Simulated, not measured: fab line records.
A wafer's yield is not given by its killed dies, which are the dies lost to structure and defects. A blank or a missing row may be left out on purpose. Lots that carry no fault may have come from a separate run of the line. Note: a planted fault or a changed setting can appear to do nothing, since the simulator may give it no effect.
Matching of chambers | flow n5Finfet | N5_BEOL_M8_STRIP_67 on rieDiel-01 has 4 sister chambers
The step strips in CF4. 4 wafers are shown with their chamber, then 7 later ones without.

== WAFERS WITH THEIR CHAMBER ==
wafer  | chamber | throttleValvePct (%)
L081.2 | 0       | 13.52
L082.3 | 2       | 13.58
L085.1 | 1       | 14.04
L085.4 | 3       | 13.71

== WAFERS MISSING THEIR CHAMBER ==
wafer  | throttleValvePct (%)
L085.5 | 14.03
L088.2 | 14.07
L088.4 | 13.72
L088.6 | 13.72
L090.3 | 13.62
L090.5 | 13.62
L090.6 | 13.72

== EACH ONE'S CHAMBER ==
wafer  | from the rows above     | in truth
L085.5 | 1                       | 1
L088.2 | 1                       | 1
L088.4 | 3                       | 3
L088.6 | 3                       | 3
L090.3 | can't be placed: 2 or 3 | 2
L090.5 | can't be placed: 2 or 3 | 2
L090.6 | 3                       | 3
Correct placement for 5 of the 7. Cannot be placed on the basis of these rows: 2; the candidates contain the true chamber in 2. Number placed wrongly: 0.
How it was worked out, from the rows above alone: a wafer's distance from a chamber is the root of the sum, over the readings, of the square of ((its reading less the chamber's mean) divided by the reading's scatter). The wafer belongs to the nearest chamber; if the next one is less than 2 further off, it can't be placed. For every chamber, the mean is computed from those of its wafers that are shown. The scatter: root of mean squared gap, hidden wafer to nearest shown wafer, with one shown wafer a chamber.
